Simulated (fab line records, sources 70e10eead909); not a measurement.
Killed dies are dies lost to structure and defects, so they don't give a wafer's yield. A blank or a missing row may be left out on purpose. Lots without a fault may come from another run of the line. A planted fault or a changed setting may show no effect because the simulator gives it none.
fab line records | flow nand_harc
record lots=5 wafers=15 last_day=34
route steps=1302 shown A_ONON_D2@569 A_CHANNEL_HOLE_D2@570 END@1302
lots that met no fault: from a run of the same line without faults
start_h: hours from the record's first day to the start of the lot's first wafer shown | wait_h: hours since the lot's step before | " the same as in the row above | L1.1+2: a row that stands for several wafers | - no value, or no start given | * or withheld: withheld | < > ~ a bound
route shown NAME@n: a module of which the file shows steps, and the number in the route of the first | usual: mean/standard deviation of fault-free wafers | same: alike in all rows | chamber/n: place in a boat | sites: the reading at each site | _std_site: their standard deviation | _edge_site: outer sites' mean less inner sites' | radius_mm: how far each site lies from the wafer's centre | mask NAME#n: copy n | behind: the tool/chamber that last shaped the wafer | hold: why the lot was held/for how many hours/how that ended | device: the transistor (n, p or np) that didn't switch | end of line: the same wafers' tests at the end of the route | a step without rows: its recipe alone | killed: dies lost to structure and defects at the first sort, not the wafer's yield | map: a wafer's dies, x killed, . not, _ none there
set.NAME: the setting as run; set.NAME@STEP: as run at that earlier step | model.NAME: the simulator's own value behind a step, which no gauge read
lots at some steps of the route; a table a step, a row a wafer
services: from which hour (start_h, from the record's first day; less than 0 if before it) a tool's chamber was out of use, for how many hours, and why
## steps
# step NHARC_A_ONON_D2_INSPECT_32
# usual raw_defect_count=401/120
# columns lot.wafer tool chamber start_h wait_h raw_defect_count
L794.3 defect_inspect-01 - 315.44 0.0 395
L794.4 " - " " 623
L794.5 " - " " 438
L801.1 defect_inspect-01 - 375.42 0.0 367
L801.4 " - " " 475
L801.5 " - " " 368
L807.2 defect_inspect-02 - 442.35 0.0 304
L807.3 " - " " 525
L807.6 " - " " 448
L809.1 defect_inspect-02 - 461.20 0.0 388
L809.4 " - " " 330
L809.5 " - " " 506
L815.1 defect_inspect-01 - 529.03 0.0 552
L815.4 " - " " 766
L815.6 " - " " 552
# step NHARC_A_CHANNEL_HOLE_D2_DEP_00
# recipe target_thk_a=31000 temp_c=400 material=aC
# usual throttle_valve_pct=34.999/0.009
# columns lot.wafer tool chamber start_h wait_h throttle_valve_pct
L794.3 acl_dep-01 0 317.18 1.7 35.000
L794.4 " 0 " " 35.005
L794.5 " 0 " " 35.001
L801.1 acl_dep-02 0 377.98 2.6 35.009
L801.4 " 0 " " 34.992
L801.5 " 0 " " 35.016
L807.2 acl_dep-02 0 443.07 0.7 35.013
L807.3 " 0 " " 34.984
L807.6 " 0 " " 34.997
L809.1 acl_dep-01 0 462.38 1.2 35.009
L809.4 " 0 " " 34.989
L809.5 " 0 " " 35.004
L815.1 acl_dep-02 0 530.67 1.6 34.992
L815.4 " 0 " " 35.002
L815.6 " 0 " " 34.992
# step NHARC_A_CHANNEL_HOLE_D2_DEP_01
# recipe target_thk_a=1400 target_thk_nm=140 temp_c=400 pressure_torr=3.5 flow_sccm=200 rf_w=350 material=SiON
# usual chamber_pressure_Torr=3.499/0.0076 heater_power_w=766/100
# columns lot.wafer tool chamber start_h wait_h chamber_pressure_Torr heater_power_w
L794.4 pecvd-03 1 318.65 0.8 3.506 721
L794.3 " 2 " " 3.493 978
L794.5 " 1 " " 3.501 744
L801.1 pecvd-02 2 379.91 1.6 3.505 826
L801.5 " 0 " " 3.494 731
L801.4 " 1 " " 3.495 671
L807.3 pecvd-04 0 444.69 1.0 3.507 802
L807.2 " 1 " " 3.496 830
L807.6 " 1 " " 3.500 859
L809.1 pecvd-03 0 464.29 1.6 3.509 744
L809.4 " 1 " " 3.499 710
L809.5 " 2 " " 3.507 828
L815.1 pecvd-02 1 532.60 1.6 3.498 639
L815.6 " 0 " " 3.499 619
L815.4 " 2 " " 3.498 826
# step NHARC_A_CHANNEL_HOLE_D2_DEHYDRATE_02
# recipe temp_c=150 time_s=120
# step NHARC_A_CHANNEL_HOLE_D2_HMDS_03
# recipe time_s=30
# step NHARC_A_CHANNEL_HOLE_D2_COAT_36
# recipe temp_c=260 time_s=75
# step NHARC_A_CHANNEL_HOLE_D2_COAT_37
# recipe temp_c=225 time_s=65
# step NHARC_A_CHANNEL_HOLE_D2_COAT_04
# recipe spin_rpm=1500 resist_thk_nm=90
# step NHARC_A_CHANNEL_HOLE_D2_SOFTBAKE_05
# recipe temp_c=105 time_s=55
# step NHARC_A_CHANNEL_HOLE_D2_EBR_06
# step NHARC_A_CHANNEL_HOLE_D2_EXPOSE_07
# recipe na=1.35 target_cd_nm=100 sigma_outer=0.3 dose_mj=59.65 mask_id=HOLE_D2
# step NHARC_A_CHANNEL_HOLE_D2_PEB_08
# recipe peb_temp_c=100 peb_time_s=65
# step NHARC_A_CHANNEL_HOLE_D2_DEVELOP_09
# recipe develop_time_s=35 dev_temp_c=23
# columns lot.wafer tool chamber start_h wait_h
L794.3+4+5 litho_track-06 0 319 -
L801.1+4+5 litho_track-01 0 380 -
L807.2+3+6 litho_track-06 0 445 -
L809.1+4+5 litho_track-06 0 464 -
L815.1+4+6 litho_track-01 0 533 -
# step NHARC_A_CHANNEL_HOLE_D2_CD_MEAS_10
# recipe target_cd_nm=100 landing_energy_ev=500
# usual cd_nm=100.2/0.49
# columns lot.wafer tool chamber start_h wait_h cd_nm
L794.3 cd_sem-03 0 319.37 - 100.5
L794.4 " 0 " " 100.0
L794.5 " 0 " " 100.4
L801.1 cd_sem-01 0 380.63 - 99.7
L801.4 " 0 " " 100.0
L801.5 " 0 " " 99.0
L807.2 cd_sem-03 0 445.39 - 100.6
L807.3 " 0 " " 100.8
L807.6 " 0 " " 100.7
L809.1 cd_sem-01 0 465.02 - 100.8
L809.4 " 0 " " 100.3
L809.5 " 0 " " 100.8
L815.1 cd_sem-02 0 533.29 - 100.1
L815.4 " 0 " " 100.7
L815.6 " 0 " " 100.8
# step NHARC_A_CHANNEL_HOLE_D2_OVL_MEAS_11
# usual overlay_x_nm=0.0/0.85 overlay_y_nm=0.1/0.86
# columns lot.wafer tool chamber start_h wait_h overlay_x_nm overlay_y_nm
L794.3 overlay-02 - 319.45 - 0.1 -0.4
L794.4 " - " " 0.5 -0.3
L794.5 " - " " 0.0 0.1
L801.1 overlay-01 - 380.72 - 0.8 0.9
L801.4 " - " " 0.6 0.1
L801.5 " - " " 0.9 0.3
L807.2 overlay-02 - 445.47 - 0.2 -0.5
L807.3 " - " " -0.3 -0.4
L807.6 " - " " 0.0 -0.3
L809.1 overlay-02 - 465.11 - 1.5 -0.4
L809.4 " - " " 0.8 -0.8
L809.5 " - " " 0.6 -0.6
L815.1 overlay-01 - 533.38 - 0.3 -1.2
L815.4 " - " " 0.5 -0.9
L815.6 " - " " 0.4 -1.1
# step NHARC_A_CHANNEL_HOLE_D2_INSPECT_12
# usual raw_defect_count=27/23
# columns lot.wafer tool chamber start_h wait_h raw_defect_count
L794.3 defect_inspect-02 - 319.49 0.0 2
L794.4 " - " " 9
L794.5 " - " " 3
L801.1 defect_inspect-02 - 380.76 0.0 57
L801.4 " - " " 53
L801.5 " - " " 65
L807.2 defect_inspect-01 - 445.51 0.0 63
L807.3 " - " " 56
L807.6 " - " " 57
L809.1 defect_inspect-02 - 465.14 0.0 13
L809.4 " - " " 19
L809.5 " - " " 17
L815.1 defect_inspect-02 - 533.42 0.0 7
L815.4 " - " " 5
L815.6 " - " " 5
# step NHARC_A_CHANNEL_HOLE_D2_DESCUM_15
# recipe time_s=3 o2_flow_sccm=200 ar_flow_sccm=0 bias_power_w=0 chemistry=O2
# usual drypump_motor_current_A=5.5/0.45 oes_product_au=1.000/0.011 rf_vpp_V=57.9/0.93 showerhead_plenum_p_Torr=1.92/0.092 throttle_valve_pct=11.310/0.0093
# columns lot.wafer tool chamber start_h wait_h drypump_motor_current_A oes_product_au rf_hours_counter_h rf_vpp_V showerhead_plenum_p_Torr throttle_valve_pct model.A_CHANNEL_HOLE_D2.cd_nm
L794.3 rie_diel-07 0 319.56 0.1 4.9 0.994 0 57.9 1.93 11.304 100.2
L794.5 " 2 " " 4.9 1.005 - 59.1 1.84 11.309 100.1
L794.4 " 1 " " 5.2 1.004 - 59.7 2.06 11.330 99.69
L801.1 rie_diel-07 1 380.83 0.1 5.2 1.012 6 59.8 2.06 11.303 99.17
L801.4 " 2 " " 4.9 1.000 6 56.9 1.84 11.289 99.6
L801.5 " 1 " " 5.2 1.007 - 59.5 2.06 11.314 98.64
L807.3 rie_diel-13 0 445.57 0.1 5.8 1.010 5 59.1 1.88 11.299 100.2
L807.2 " 3 " " 5.9 0.984 5 57.7 1.95 11.321 101
L807.6 " 0 " " 5.9 1.018 - 57.3 1.88 11.312 100.5
L809.4 rie_diel-07 1 465.21 0.1 5.2 1.009 13 58.3 2.05 11.325 100.1
L809.1 " 2 " " 4.9 0.988 12 56.7 1.83 11.307 100.3
L809.5 " 1 " " 5.2 0.999 - 58.5 2.05 11.317 100.9
L815.1 rie_diel-02 3 533.48 0.1 5.8 1.005 9 58.2 1.79 11.309 101.4
L815.6 " 3 " " 5.8 1.006 - 58.3 1.79 11.299 102.2
L815.4 " 1 " " 5.5 0.994 - 56.8 1.83 11.289 100.1
# step NHARC_A_CHANNEL_HOLE_D2_ETCH_38
# recipe target_depth_a=390 over_etch_frac=0.3 time_s=65 ion_energy_ev=80 cf4_flow_sccm=150 ar_flow_sccm=0 rf_w=300 bias_w=100 chemistry=CF4
# usual drypump_motor_current_A=5.5/0.45 oes_product_au=1.000/0.011 rf_vpp_V=151.3/1.3 showerhead_plenum_p_Torr=1.77/0.077 throttle_valve_pct=13.285/0.0087
# columns lot.wafer tool chamber start_h wait_h drypump_motor_current_A oes_product_au rf_hours_counter_h rf_vpp_V showerhead_plenum_p_Torr throttle_valve_pct model.A_CHANNEL_HOLE_D2.cd_nm
L794.3 rie_diel-07 1 319.65 0.1 5.2 1.020 0 152.6 1.89 13.293 100.2
L794.4 " 1 " " 5.2 1.013 - 152.5 1.89 13.293 99.66
L794.5 " 0 " " 4.9 0.997 - 151.4 1.78 13.269 100.5
L801.4 rie_diel-07 0 380.91 0.1 4.9 0.989 5 150.6 1.78 13.285 99.72
L801.1 " 2 " " 4.9 0.986 6 149.9 1.70 13.287 99.08
L801.5 " 3 " " 5.7 0.983 - 153.0 1.86 13.287 98.45
L807.3 rie_diel-13 1 445.66 0.1 5.4 0.992 5 149.5 1.69 13.288 99.92
L807.2 " 3 " " 5.9 0.977 5 150.7 1.80 13.302 100.6
L807.6 " 0 " " 5.8 1.008 - 152.6 1.74 13.289 100.3
L809.1 rie_diel-07 0 465.29 0.1 5.0 0.995 13 152.1 1.78 13.284 100.4
L809.4 " 2 " " 4.9 1.009 12 151.2 1.70 13.288 100.1
L809.5 " 3 " " 5.7 0.996 - 152.1 1.85 13.277 101
L815.1 rie_diel-02 3 533.60 0.1 5.9 1.004 9 151.1 1.67 13.276 101.3
L815.4 " 1 " " 5.5 1.004 - 150.1 1.70 13.274 99.79
L815.6 " 3 " " 5.8 1.004 - 150.6 1.67 13.293 102.2
# step NHARC_A_CHANNEL_HOLE_D2_ETCH_39
# recipe target_depth_a=2600 over_etch_frac=0.3 time_s=325 ion_energy_ev=200 n2_flow_sccm=150 h2_flow_sccm=150 ar_flow_sccm=0 rf_w=400 bias_w=150 chemistry=N2/H2
# usual drypump_motor_current_A=5.5/0.46 oes_product_au=0.999/0.011 rf_vpp_V=430.8/2.9 showerhead_plenum_p_Torr=2.05/0.099 throttle_valve_pct=14.169/0.0087
# columns lot.wafer tool chamber start_h wait_h drypump_motor_current_A oes_product_au rf_hours_counter_h rf_vpp_V showerhead_plenum_p_Torr throttle_valve_pct
L794.3 rie_diel-07 1 - - 5.2 1.020 0 435.8 2.20 14.177
L794.4 " 1 " " 5.2 1.020 - 436.4 2.20 14.168
L794.5 " 0 " " 4.9 0.985 - 430.5 2.06 14.166
L801.4 rie_diel-07 0 - - 4.9 0.995 6 432.3 2.06 14.171
L801.1 " 1 " " 5.2 1.001 6 435.6 2.20 14.173
L801.5 " 0 " " 4.9 0.991 - 430.3 2.06 14.160
L807.3 rie_diel-13 3 - - 5.9 0.990 5 429.8 2.08 14.160
L807.2 " 1 " " 5.4 0.997 5 428.1 1.94 14.158
L807.6 " 3 " " 5.9 0.991 - 431.9 2.08 14.171
L809.4 rie_diel-07 3 - - 5.7 0.975 6 432.0 2.15 14.183
L809.1 " 0 " " 4.9 0.984 13 431.0 2.05 14.168
L809.5 " 3 " " 5.7 0.988 - 434.8 2.15 14.163
L815.1 rie_diel-02 0 - - 5.1 1.017 8 426.3 1.90 14.167
L815.4 " 0 " " 5.1 1.018 - 426.5 1.90 14.178
L815.6 " 1 " " 5.5 0.997 - 428.1 1.95 14.157
# step NHARC_END_SORT_01
# recipe temp_c=25
# usual killed_at_array=59/20 killed_at_other=0.8/1.2 killed_at_periphery=3.5/2.2 killed_dies=63/20 killed_open=3.3/1.8 killed_short=2.6/1.7
# same gross_dies=677
# columns lot.wafer tool chamber start_h wait_h killed_at_array killed_at_other killed_at_periphery killed_dies killed_open killed_short
L809.4 prober-02 0 749.60 3.4 43 0 1 44 3 4
# killed by level:class
L809.4 A_CHANNEL_HOLE_D1:chamber_film_flake=12 A_CONTACT:chamber_film_flake=9 A_M1:chamber_film_flake=7 A_SLIT:chamber_film_flake=4 A_ONON_D2:geometric_particle:short=2 A_WL_FILL:chamber_film_flake=2 A_ONON_D1:geometric_particle:short=1 A_CHANNEL_FILL_D1:geometric_particle:short=1
## services
# columns tool chamber start_h hours kind
rie_diel-07 - 294.20 9.0 pm
rie_diel-07 1 304.94 4.0 repair
rie_diel-07 3 308.73 40.5 repair
pecvd-02 0 315.20 5.0 repair
pecvd-03 0 317.33 25.6 repair
rie_diel-13 1 318.85 16.9 repair
litho_track-01 - 330.00 7.0 pm
pecvd-03 - 330.07 0.8 repair
rie_diel-13 - 342.00 9.0 pm
litho_track-06 - 354.00 7.0 pm
pecvd-03 - 366.00 13.0 pm
acl_dep-01 - 369.24 13.0 pm
rie_diel-07 1 383.97 3.1 repair
rie_diel-07 - 384.11 0.2 repair
rie_diel-13 2 385.02 9.4 repair
rie_diel-02 - 393.70 9.0 pm
rie_diel-07 3 406.87 33.4 repair
acl_dep-02 - 429.75 13.0 pm
rie_diel-13 2 454.24 13.4 repair
rie_diel-02 2 457.52 94.6 repair
rie_diel-07 - 471.20 9.0 pm
rie_diel-07 0 499.75 8.5 repair
rie_diel-13 - 519.00 9.0 pm
litho_track-06 - 529.00 7.0 pm
## key
first_sign none at tools or gauges
model_effect step=NHARC_A_CHANNEL_HOLE_D2_DESCUM_15 value=A_CHANNEL_HOLE_D2.cd_nm without=99.69 struck=98.64
model_effect step=NHARC_A_CHANNEL_HOLE_D2_ETCH_38 value=A_CHANNEL_HOLE_D2.cd_nm without=99.5 struck=98.45
met_at NHARC_A_CHANNEL_HOLE_D2_DEVELOP_09
struck_wafers L801.5
tester_left_out L801
fault kind=process_parameter_drift tool=litho_track-01 chamber=- onset_h=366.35 steps=NHARC_A_CHANNEL_HOLE_D2_DEVELOP_09 channel=develop_time_s offset=* shape=step end_h=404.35 scope=struck_wafers_only acts_in=* stated=*
# tester_left_out: of these lots the tester's yield and bins aren't shown, on N5 and GAA mostly nor the transistor test; their killed dies are dies lost to structure and defects alone, not to doping, threshold or leakage, so they don't give the yield
